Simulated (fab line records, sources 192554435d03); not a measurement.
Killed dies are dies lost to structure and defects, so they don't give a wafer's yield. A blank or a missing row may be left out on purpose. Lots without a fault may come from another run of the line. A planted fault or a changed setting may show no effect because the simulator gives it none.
Chamber matching | flow n5_finfet | N5_BEOL_M10_DESCUM_16 on rie_diel-06: 4 sister chambers
The step chemistry O2, time 7.9 s. 16 wafers are shown with their chamber, then 8 later ones without.

WAFERS WITH THEIR CHAMBER
wafer  | chamber | showerhead_plenum_p_Torr (Torr) | drypump_motor_current_A (A) | throttle_valve_pct (%)
L078.1 | 0       | 2.20                            | 5.56                        | 20.44
L078.2 | 3       | 2.12                            | 5.26                        | 19.78
L078.3 | 1       | 2.03                            | 5.63                        | 20.27
L082.4 | 1       | 2.03                            | 5.62                        | 20.28
L082.5 | 2       | 2.20                            | 5.75                        | 20.02
L082.6 | 3       | 2.12                            | 5.28                        | 19.79
L084.1 | 3       | 2.12                            | 5.29                        | 19.78
L084.4 | 0       | 2.20                            | 5.58                        | 20.47
L084.6 | 0       | 2.19                            | 5.57                        | 20.47
L087.1 | 0       | 2.19                            | 5.58                        | 20.49
L087.2 | 2       | 2.19                            | 5.74                        | 20.07
L087.6 | 0       | 2.19                            | 5.56                        | 20.48
L091.3 | 0       | 2.19                            | 5.58                        | 20.49
L091.4 | 1       | 2.02                            | 5.60                        | 20.32
L091.6 | 2       | 2.19                            | 5.77                        | 20.07
L089.2 | 2       | 2.19                            | 5.75                        | 20.08

SIGNATURES (means of the wafers above)
reading                  | chamber 0 | chamber 1 | chamber 2 | chamber 3 | scatter within a chamber
showerhead_plenum_p_Torr | 2.1933    | 2.0267    | 2.1925    | 2.1200    | 0.00479
drypump_motor_current_A  | 5.5717    | 5.6167    | 5.7525    | 5.2767    | 0.0126
throttle_valve_pct       | 20.4733   | 20.2900   | 20.0600   | 19.7833   | 0.0212
Rule: a wafer's distance from a chamber is the root of the sum, over the readings, of the square of ((its reading less the chamber's mean) divided by the reading's scatter). The wafer belongs to the nearest chamber; if the next one is less than 2 further off, it can't be placed. The scatter: the root of (the sum of the squares of (reading less its chamber's mean) over the shown wafers, divided by (wafers less chambers)).

WAFERS WITHOUT THEIR CHAMBER
wafer  | showerhead_plenum_p_Torr (Torr) | drypump_motor_current_A (A) | throttle_valve_pct (%)
L089.4 | 2.11                            | 5.27                        | 19.82
L089.5 | 2.19                            | 5.76                        | 20.08
L093.1 | 2.11                            | 5.27                        | 19.82
L093.2 | 2.19                            | 5.60                        | 20.49
L093.4 | 2.02                            | 5.61                        | 20.31
L096.3 | 2.19                            | 5.74                        | 20.11
L096.5 | 2.01                            | 5.61                        | 20.32
L096.6 | 2.10                            | 5.28                        | 19.84

WHICH CHAMBER EACH WENT THROUGH
wafer  | from the rows above | in truth
L089.4 | 3                   | 3
L089.5 | 2                   | 2
L093.1 | 3                   | 3
L093.2 | 0                   | 0
L093.4 | 1                   | 1
L096.3 | 2                   | 2
L096.5 | 1                   | 1
L096.6 | 3                   | 3
Placed correctly: 8 of 8. Can't be placed from these rows: 0. Placed wrongly: 0.
